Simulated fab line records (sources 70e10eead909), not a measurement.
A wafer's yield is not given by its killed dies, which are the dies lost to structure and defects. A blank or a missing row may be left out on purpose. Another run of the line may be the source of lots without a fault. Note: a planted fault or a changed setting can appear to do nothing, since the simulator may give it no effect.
Struck lot and sound lot, side by side || flow nand-harc || 18 steps out of a route of 1302
Sound: the wafers L919.4, L919.5, L919.6. Wafers struck: L910.1, L910.4, L910.5. At the end, the cause is stated.
Order at every step that has rows: each side's tool, ch and its chambers, its first start. Under that, the readings that differ: sound wafers || struck wafers || difference of the means || sigmas: that difference in standard deviations of wafers without a fault.
alike: words and numbers the same on both sides, and readings whose means are apart by under 2 such deviations; not compared: readings that were withheld, readings missing a value for some wafer, numbers with overlapping values and no deviation given by the record, and bounds like >300 which may hide the same value.
Wherever a step has rows on one side only, a row that says differs or no value, or a row with sigmas, the two part there. Non-overlapping numbers with no deviation appear without sigmas and do not part them. Lack of a reading on every wafer of one side parts them only where that side has two or more wafers.

NHARC_A_CONTACT_ETCH_76: etches the open film in N2/H2, target depth 260 nm, time 475.3 s.
  sound on rie-diel-10 ch 0,1,2; struck on rie-diel-11 ch 0,2,3
  alike: drypump-motor-current-A, oes-product-au, rf-vpp-V, showerhead-plenum-p-Torr, throttle-valve-pct
  not compared: rf-hours-counter-h
then, 1 step without rows for these wafers: NHARC_A_CONTACT_ETCH_77 (etches the open film in CF4/CHF3, target depth 108.9 nm, time 54.5 s).
NHARC_A_CONTACT_ETCH_78: etches the open film in O2/COS, target depth 5300 nm, time 1378 s.
  sound on rie-diel-10 ch 0,3; struck on rie-diel-11 ch 1,2,3
  alike: drypump-motor-current-A, oes-product-au, rf-vpp-V, showerhead-plenum-p-Torr, throttle-valve-pct
  not compared: rf-hours-counter-h
NHARC_A_CONTACT_ETCH_124: etches the open film in C4F8/O2/Ar, time 140 s, target depth 700 nm.
  sound on har-cap-etch-03 ch 0,1, day 29 16:31; struck on har-cap-etch-02 ch 0,1, day 26 04:22
  not compared: rf-hours-counter-h
then, 3 steps without rows for these wafers: NHARC_A_CONTACT_ETCH_125 (etches the open film in C4F8/O2/Ar, time 197 s, target depth 1918 nm); NHARC_A_CONTACT_ETCH_126 (etches the open film in C4F8/O2/Ar, time 197 s, target depth 1918 nm); NHARC_A_CONTACT_ETCH_127 (etches the open film in C4F8/O2/Ar, time 197 s, target depth 1918 nm).
NHARC_A_CONTACT_ETCH_128: etches the open film in C4F8/O2/Ar, time 197 s, target depth 1918 nm.
  sound on har-cap-etch-03 ch 0,1, day 29 17:13; struck on har-cap-etch-02 ch 0,1, day 26 05:05
  not compared: rf-hours-counter-h
NHARC_A_CONTACT_ETCH_129: etches the open film in C4F8/O2/Ar, time 197 s, target depth 1918 nm.
  sound on har-cap-etch-03 ch 0,1, day 29 17:24; struck on har-cap-etch-02 ch 0,1, day 26 05:16
  not compared: rf-hours-counter-h
then, 3 steps without rows for these wafers: NHARC_A_CONTACT_ETCH_130 (etches the open film in C4F8/O2/Ar, time 197 s, target depth 1918 nm); NHARC_A_CONTACT_ETCH_131 (etches the open film in C4F8/O2/Ar, time 197 s, target depth 1918 nm); NHARC_A_CONTACT_ETCH_132 (etches the open film in C4F8/O2/Ar, time 197 s, target depth 1924 nm).
NHARC_A_CONTACT_ETCH_133: etches the open film in C4F8/O2/Ar, time 374 s, target depth 1610 nm.
  sound on har-cap-etch-03 ch 0,1, day 29 18:14; struck on har-cap-etch-02 ch 0,1, day 26 06:01
  not compared: rf-hours-counter-h
then, 2 steps without rows for these wafers: NHARC_A_CONTACT_ETCH_91 (etches the open film in CH3F/O2, target depth 40 nm, time 85.7 s); NHARC_A_CONTACT_ETCH_97 (etches the open film in C4F6/O2, target depth 20 nm, time 10 s).
NHARC_A_CONTACT_CD_MEAS_80:
  sound on cd-sem-02, day 29 19:04; struck on cd-sem-02, day 26 06:57
{"reading": "cd-nm (nm)", "sound": "290.1 289.8 289.8", "struck": "286.4 287.0 287.2", "difference": -3.0, "sigmas": -4}
then, 2 steps without rows for these wafers: NHARC_A_CONTACT_STRIP_103 (strips in N2/H2); NHARC_END_SORT_01.

== WHERE THEY PART ==
Within this record, at NHARC_A_CONTACT_CD_MEAS_80 only.

WHY: the cause the simulator had injected
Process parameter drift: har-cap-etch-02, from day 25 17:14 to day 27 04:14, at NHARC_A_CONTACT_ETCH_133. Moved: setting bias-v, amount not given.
